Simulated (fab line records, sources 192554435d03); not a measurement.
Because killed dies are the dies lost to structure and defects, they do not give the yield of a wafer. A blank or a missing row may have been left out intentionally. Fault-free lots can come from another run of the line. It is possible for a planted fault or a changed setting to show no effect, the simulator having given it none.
Which tool did it? | flow n5Finfet | 22 lots, 66 wafers sampled, at 5 steps of a route of 1938

WHAT THE GAUGES READ, wafer by wafer
N5_BEOL_M1_INSPECT_59: inspects for defects (darkfield).
lot  | measured     | on               | rawDefectCount
L074 | day 6 15:54  | defectInspect-01 | 57 89 55
L075 | day 7 00:53  | defectInspect-02 | 69 101 63
L076 | day 7 17:52  | defectInspect-02 | 57 70 70
L077 | day 7 19:19  | defectInspect-01 | 68 99 75
L078 | day 7 22:52  | defectInspect-01 | 51 73 39
L079 | day 7 23:05  | defectInspect-02 | 126 84 92
L080 | day 8 00:55  | defectInspect-02 | 36 44 98
L081 | day 8 11:28  | defectInspect-01 | 77 51 60
L082 | day 8 13:32  | defectInspect-02 | 72 71 104
L083 | day 8 16:14  | defectInspect-01 | 58 47 52
L084 | day 9 01:33  | defectInspect-02 | 65 76 65
L085 | day 9 07:13  | defectInspect-01 | 64 82 45
L086 | day 9 09:12  | defectInspect-02 | 80 98 63
L087 | day 9 19:53  | defectInspect-02 | 69 52 59
L089 | day 10 09:58 | defectInspect-02 | 108 131 52
L090 | day 10 18:02 | defectInspect-01 | 57 80 50
L091 | day 10 21:23 | defectInspect-02 | 155 74 78
L092 | day 11 00:31 | defectInspect-02 | 75 46 88
L093 | day 11 08:08 | defectInspect-02 | 58 35 102
L095 | day 11 18:04 | defectInspect-02 | 74 84 75
L096 | day 12 02:08 | defectInspect-01 | 48 62 35
L094 | day 12 07:45 | defectInspect-01 | 84 88 88

N5_BEOL_M2_CD_MEAS_11 targets a cd of 16.79 nm.
lot  | measured     | on       | cdNm (nm)
L074 | day 6 18:09  | cdSem-01 | 16.56 16.81 16.53
L075 | day 7 02:17  | cdSem-02 | 16.84 17.16 16.94
L076 | day 7 18:57  | cdSem-02 | 16.50 16.87 16.48
L077 | day 7 20:07  | cdSem-03 | 17.07 16.79 17.33
L078 | day 8 01:29  | cdSem-01 | 16.49 16.90 16.83
L079 | day 8 01:42  | cdSem-01 | 16.69 16.55 16.87
L080 | day 8 02:05  | cdSem-02 | 16.82 16.75 16.78
L081 | day 8 12:28  | cdSem-01 | 16.86 16.81 17.09
L082 | day 8 15:48  | cdSem-01 | 16.55 16.69 16.72
L083 | day 8 17:47  | cdSem-02 | 16.83 16.26 16.68
L084 | day 9 02:38  | cdSem-02 | 16.55 16.80 16.85
L085 | day 9 08:43  | cdSem-02 | 16.40 16.74 17.05
L086 | day 9 10:23  | cdSem-03 | 16.47 16.46 16.55
L087 | day 9 21:03  | cdSem-01 | 16.56 16.82 16.57
L089 | day 10 12:20 | cdSem-02 | 16.59 16.82 16.59
L090 | day 10 20:49 | cdSem-01 | 16.40 16.55 16.80
L091 | day 11 00:18 | cdSem-01 | 16.29 17.11 16.54
L092 | day 11 02:25 | cdSem-01 | 16.68 17.08 16.90
L093 | day 11 09:26 | cdSem-02 | 16.69 16.66 16.62
L095 | day 11 22:10 | cdSem-01 | 16.31 16.60 16.70
L096 | day 12 03:38 | cdSem-03 | 16.73 16.91 16.69
L094 | day 12 08:38 | cdSem-01 | 17.16 17.06 16.48

EACH LOT AND THE TOOL THAT RAN IT (in order: tool; ch and the chambers of the sampled wafers; start)
lot  | N5_BEOL_M1_ETCH_77                | N5_BEOL_M1_SPUTTER_48       | N5_BEOL_M1_CMP_52
L074 | rieDiel-03 ch 0,2,3, day 6 06:19  | pvdSputter-02, day 6 12:58  | cmp-02 ch 0,1,3, day 6 15:16
L075 | rieDiel-02 ch 0,2,3, day 6 19:19  | pvdSputter-01, day 6 22:03  | cmp-02 ch 2,3, day 7 00:20
L076 | rieDiel-02 ch 0,1,2, day 7 07:15  | pvdSputter-01, day 7 15:02  | cmp-01 ch 0,2,3, day 7 17:22
L077 | rieDiel-04 ch 1,2,3, day 7 09:24  | pvdSputter-03, day 7 16:16  | cmp-04 ch 1,2,3, day 7 18:40
L078 | rieDiel-03 ch 1,2,3, day 7 11:41  | pvdSputter-02, day 7 20:02  | cmp-02 ch 0,2, day 7 22:17
L079 | rieDiel-03 ch 0,1,3, day 7 17:19  | pvdSputter-03, day 7 20:14  | cmp-02 ch 0,3, day 7 22:31
L080 | rieDiel-02 ch 0,2,3, day 7 19:32  | pvdSputter-03, day 7 22:05  | cmp-02 ch 0,1,3, day 8 00:20
L081 | rieDiel-04 ch 2,3, day 7 21:23    | pvdSputter-01, day 8 08:37  | cmp-01 ch 0,3, day 8 10:53
L082 | rieDiel-03 ch 0,2,3, day 8 02:16  | pvdSputter-01, day 8 10:28  | cmp-01 ch 1,2,3, day 8 13:00
L083 | rieDiel-02 ch 0,2,3, day 8 10:13  | pvdSputter-01, day 8 13:25  | cmp-01 ch 1,2,3, day 8 15:40
L084 | rieDiel-02 ch 0,3, day 8 17:44    | pvdSputter-02, day 8 22:42  | cmp-02 ch 1,2, day 9 00:57
L085 | rieDiel-04 ch 1,2, day 9 01:52    | pvdSputter-02, day 9 04:23  | cmp-02 ch 0,1,2, day 9 06:45
L086 | rieDiel-02 ch 0,1,2, day 9 03:06  | pvdSputter-02, day 9 06:21  | cmp-04 ch 0,3, day 9 08:37
L087 | rieDiel-04 ch 0,1,3, day 9 08:49  | pvdSputter-01, day 9 17:03  | cmp-02 ch 0,1,3, day 9 19:18
L089 | rieDiel-03 ch 0,1,2, day 9 23:44  | pvdSputter-01, day 10 07:07 | cmp-02 ch 0,1, day 10 09:22
L090 | rieDiel-03 ch 2,3, day 10 10:26   | pvdSputter-01, day 10 15:07 | cmp-04 ch 0,3, day 10 17:29
L091 | rieDiel-03 ch 0,1,3, day 10 11:38 | pvdSputter-03, day 10 18:25 | cmp-02 ch 0,3, day 10 20:41
L092 | rieDiel-04 ch 1,2,3, day 10 14:05 | pvdSputter-02, day 10 21:41 | cmp-02 ch 1,2,3, day 10 23:56
L093 | rieDiel-04 ch 1,2,3, day 10 23:17 | pvdSputter-01, day 11 05:19 | cmp-01 ch 0,1,3, day 11 07:34
L095 | rieDiel-04 ch 2,3, day 11 11:52   | pvdSputter-01, day 11 15:10 | cmp-04 ch 2,3, day 11 17:29
L096 | rieDiel-04 ch 0,2,3, day 11 16:11 | pvdSputter-02, day 11 23:17 | cmp-02 ch 0,3, day 12 01:33
L094 | rieDiel-03 ch 1,2,3, day 11 16:11 | pvdSputter-03, day 12 04:55 | cmp-04 ch 0,2, day 12 07:12
- N5_BEOL_M1_ETCH_77: etches underlayer in N2/H2, target depth 6.5 nm, time 5.2 s.
- N5_BEOL_M1_SPUTTER_48: material Cu, target thk 4.5 nm, time 8.29 s.
- N5_BEOL_M1_CMP_52: polishes, stops on SiOC, t overpolish 6.8 s, target thk 40 nm.

AS READ BY THE TOOLS THEMSELVES (means over the sampled wafers that have a number; for cases with no such wafer, the mark the record gives instead)
N5_BEOL_M1_ETCH_77.
lot  | tool       | biasW (W) | drypumpMotorCurrentA (A) | etchRfOnTimeS (s) | oesProductAu (a.u.) | rfFwdPowerW (W) | rfVppV (V) | showerheadPlenumPTorr (Torr) | throttleValvePct (%)
L074 | rieDiel-03 | 149.9     | 5.5                      | 5.33              | 0.71                | 819.5           | 525.9      | 2.60                         | 17.75
L075 | rieDiel-02 | 150.1     | 6.1                      | 5.12              | 0.74                | 819.0           | 526.3      | 2.62                         | 17.79
L076 | rieDiel-02 | 149.7     | 5.7                      | 5.10              | 0.72                | 818.5           | 523.9      | 2.57                         | 17.72
L077 | rieDiel-04 | 150.2     | 5.9                      | 5.18              | 0.62                | 817.4           | 527.1      | 2.64                         | 17.79
L078 | rieDiel-03 | 150.3     | 5.6                      | 5.26              | 0.70                | 820.5           | 525.1      | 2.56                         | 17.76
L079 | rieDiel-03 | 150.4     | 5.8                      | 5.30              | 0.68                | 822.4           | 524.0      | 2.55                         | 17.80
L080 | rieDiel-02 | 150.0     | 6.1                      | 5.09              | 0.73                | 819.2           | 523.9      | 2.61                         | 17.80
L081 | rieDiel-04 | 149.8     | 5.7                      | 5.12              | 0.61                | 820.8           | 526.1      | 2.63                         | 17.96
L082 | rieDiel-03 | 150.4     | 5.5                      | 5.33              | 0.69                | 818.8           | 525.9      | 2.60                         | 17.76
L083 | rieDiel-02 | 150.0     | 6.1                      | 5.14              | 0.71                | 818.7           | 526.4      | 2.61                         | 17.83
L084 | rieDiel-02 | 149.8     | 5.6                      | 5.20              | 0.66                | 820.5           | 524.4      | 2.58                         | 18.05
L085 | rieDiel-04 | 150.0     | 6.1                      | 5.26              | 0.62                | 820.8           | 526.6      | 2.64                         | 17.74
L086 | rieDiel-02 | 150.0     | 5.7                      | 5.20              | 0.69                | 819.3           | 524.6      | 2.57                         | 17.77
L087 | rieDiel-04 | 150.1     | 5.9                      | 5.13              | 0.70                | 819.3           | 525.8      | 2.59                         | 17.66
L089 | rieDiel-03 | 150.1     | 5.6                      | 5.36              | 0.64                | 818.5           | 522.4      | 2.50                         | 17.91
L090 | rieDiel-03 | 149.9     | 5.5                      | 5.23              | 0.71                | 818.3           | 527.6      | 2.64                         | 17.67
L091 | rieDiel-03 | 149.7     | 5.9                      | 5.25              | 0.66                | 822.8           | 525.1      | 2.55                         | 17.82
L092 | rieDiel-04 | 149.9     | 5.9                      | 5.12              | 0.69                | 818.5           | 526.7      | 2.62                         | 17.68
L093 | rieDiel-04 | 150.0     | 5.9                      | 5.10              | 0.69                | 823.2           | 524.2      | 2.62                         | 17.68
L095 | rieDiel-04 | 150.4     | 5.7                      | 5.10              | 0.68                | 821.2           | 526.9      | 2.62                         | 17.87
L096 | rieDiel-04 | 149.7     | 5.7                      | 5.19              | 0.67                | 819.0           | 524.0      | 2.58                         | 17.84
L094 | rieDiel-03 | 150.1     | 5.6                      | 5.26              | 0.67                | 820.3           | 523.4      | 2.55                         | 17.81

N5_BEOL_M1_SPUTTER_48.
lot  | tool          | substrateTempC (C) | throttleValvePct (%)
L074 | pvdSputter-02 | -19.97             | 29.3
L075 | pvdSputter-01 | -19.95             | 30.0
L076 | pvdSputter-01 | -20.09             | 29.9
L077 | pvdSputter-03 | -20.00             | 30.5
L078 | pvdSputter-02 | -19.93             | 32.1
L079 | pvdSputter-03 | -19.94             | 31.1
L080 | pvdSputter-03 | -19.97             | 29.1
L081 | pvdSputter-01 | -20.06             | 29.4
L082 | pvdSputter-01 | -20.07             | 29.7
L083 | pvdSputter-01 | -20.01             | 29.4
L084 | pvdSputter-02 | -20.07             | 30.6
L085 | pvdSputter-02 | -20.09             | 31.2
L086 | pvdSputter-02 | -19.98             | 30.8
L087 | pvdSputter-01 | -20.04             | 29.9
L089 | pvdSputter-01 | -20.09             | 30.4
L090 | pvdSputter-01 | -19.85             | 29.7
L091 | pvdSputter-03 | -19.96             | 29.4
L092 | pvdSputter-02 | -19.91             | 30.7
L093 | pvdSputter-01 | -20.07             | 30.0
L095 | pvdSputter-01 | -19.90             | 30.2
L096 | pvdSputter-02 | -20.06             | 28.8
L094 | pvdSputter-03 | -19.96             | 29.7

N5_BEOL_M1_CMP_52.
lot  | tool   | barrierFieldEndpointS (s) | headPressurePsi (psi) | motorCurrentA (A) | overpolishRunS (s) | timeToEndpointS (s)
L074 | cmp-02 | 24.4                      | 1.0015                | 6.3               | 6.809              | 62
L075 | cmp-02 | 24.6                      | 0.9953                | 6.5               | 6.809              | 63
L076 | cmp-01 | 25.3                      | 0.9981                | 5.8               | 6.799              | 68
L077 | cmp-04 | 25.1                      | 1.0003                | 6.2               | 6.803              | 66
L078 | cmp-02 | 24.5                      | 1.0016                | 6.9               | 6.796              | 60
L079 | cmp-02 | 24.1                      | 0.9984                | 6.4               | 6.803              | 58
L080 | cmp-02 | 23.6                      | 1.0006                | 6.2               | 6.795              | 60
L081 | cmp-01 | 25.9                      | 0.9991                | 6.0               | 6.796              | 70
L082 | cmp-01 | 25.4                      | 1.0003                | 5.6               | 6.792              | 67
L083 | cmp-01 | 25.4                      | 1.0020                | 5.5               | 6.803              | 65
L084 | cmp-02 | 24.9                      | 1.0011                | 6.6               | 6.796              | 62
L085 | cmp-02 | 24.1                      | 0.9991                | 6.6               | 6.799              | 61
L086 | cmp-04 | 25.8                      | 0.9998                | 4.9               | 6.804              | 72
L087 | cmp-02 | 24.7                      | 1.0006                | 6.2               | 6.802              | 65
L089 | cmp-02 | 24.3                      | 1.0015                | 6.8               | 6.788              | 60
L090 | cmp-04 | 25.7                      | 0.9992                | 5.0               | 6.797              | 71
L091 | cmp-02 | 24.0                      | 1.0003                | 6.1               | 6.802              | 61
L092 | cmp-02 | 25.1                      | 0.9985                | 6.2               | 6.805              | 66
L093 | cmp-01 | 25.0                      | 0.9989                | 5.7               | 6.809              | 64
L095 | cmp-04 | 25.3                      | 1.0009                | 6.1               | 6.800              | 66
L096 | cmp-02 | 25.3                      | 1.0015                | 6.7               | 6.809              | 66
L094 | cmp-04 | 25.8                      | 0.9995                | 6.1               | 6.795              | 66

THE ANSWER, worked out from the rows above alone
Rule: what is usual is taken from the lots themselves. Put in order of their means at a reading, lots are off if they are a third of the lots or fewer, leave a main group of 4 or more, and stand apart from it by a gap of 3 or more times the standard deviation of the main group's means; of several such gaps the widest counts. If all means in a main group match to the digits the tables above print for the reading, that group is not used. A lot without any number at a reading at which 4 lots or more have one is off too. Where the step has rows for the other lots, those lots are counted as sound. The gauges are gone through in route order, then the tools' own readings, and for those a lot's mean is taken as printed above. At the first step where some lot is off, the reading lying furthest off is the one used; lots without a number count as furthest.
No lot is off on any of the readings shown, so nothing can be concluded from this.

WHAT THE SIMULATOR HAD INSERTED
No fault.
